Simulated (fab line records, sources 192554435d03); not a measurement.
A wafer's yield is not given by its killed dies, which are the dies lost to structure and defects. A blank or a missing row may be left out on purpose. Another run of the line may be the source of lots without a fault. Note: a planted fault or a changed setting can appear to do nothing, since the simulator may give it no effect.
Chamber matching | flow n5_finfet | N5_BEOL_M3_ETCH_69 on rie_diel-05 has 4 sister chambers
The step etches SiARC in CF4, target depth 15.6 nm, time 26 s. 16 wafers are shown with their chamber, then 8 later ones without.

WAFERS WITH THEIR CHAMBER
wafer  | chamber | drypump_motor_current_A (A) | showerhead_plenum_p_Torr (Torr) | etch_rf_on_time_s (s)
L078.1 | 0       | 6.4                         | 2.12                            | 26.4
L078.2 | 3       | 5.5                         | 2.06                            | 25.6
L078.3 | 2       | 6.4                         | 2.04                            | 26.4
L084.1 | 1       | 5.0                         | 2.20                            | 26.4
L084.3 | 0       | 6.5                         | 2.11                            | 26.0
L084.6 | 0       | 6.4                         | 2.11                            | 26.0
L088.1 | 1       | 5.0                         | 2.19                            | 26.6
L088.3 | 3       | 5.5                         | 2.05                            | 25.7
L088.4 | 0       | 6.4                         | 2.11                            | 26.1
L090.1 | 3       | 5.5                         | 2.05                            | 25.9
L090.3 | 1       | 5.0                         | 2.19                            | 26.8
L090.5 | 1       | 5.0                         | 2.19                            | 26.7
L094.2 | 2       | 6.3                         | 2.03                            | 26.3
L094.4 | 0       | 6.5                         | 2.11                            | 25.6
L094.6 | 3       | 5.5                         | 2.04                            | 25.8
L095.1 | 0       | 6.4                         | 2.11                            | 25.4

SIGNATURES (means of the wafers above)
reading                  | chamber 0 | chamber 1 | chamber 2 | chamber 3 | scatter within a chamber
drypump_motor_current_A  | 6.433     | 5.000     | 6.350     | 5.500     | 0.0391
showerhead_plenum_p_Torr | 2.1117    | 2.1925    | 2.0350    | 2.0500    | 0.00583
etch_rf_on_time_s        | 25.917    | 26.625    | 26.350    | 25.750    | 0.257
Rule: for a wafer and a chamber, the distance is found by dividing, reading by reading, the gap between the wafer's reading and the chamber's mean by the reading's scatter, squaring, summing and taking the root. If the next closest chamber is less than 2 further off than the closest, the wafer can't be placed; otherwise it belongs to the closest. How the scatter is found: for the shown wafers, subtract from each reading the mean of its chamber, square and add these, divide the total by (wafers less chambers), then take the root.

WAFERS WHOSE CHAMBER IS MISSING
wafer  | drypump_motor_current_A (A) | showerhead_plenum_p_Torr (Torr) | etch_rf_on_time_s (s)
L095.2 | 5.5                         | 2.04                            | 25.5
L095.3 | 5.5                         | 2.04                            | 25.8
L095.4 | 6.4                         | 2.11                            | 25.4
L095.5 | 6.4                         | 2.11                            | 25.3
L095.6 | 5.5                         | 2.04                            | 25.8
L097.3 | 5.5                         | 2.04                            | 25.6
L097.4 | 6.4                         | 2.11                            | 25.3
L097.5 | 6.4                         | 2.11                            | 25.5

EACH ONE'S CHAMBER
wafer  | from the rows above | in truth
L095.2 | 3                   | 3
L095.3 | 3                   | 3
L095.4 | 0                   | 0
L095.5 | 0                   | 0
L095.6 | 3                   | 3
L097.3 | 3                   | 3
L097.4 | 0                   | 0
L097.5 | 0                   | 0
Correct placement for 8 of the 8. Left unplaced by these rows: 0. Placed wrongly: 0.
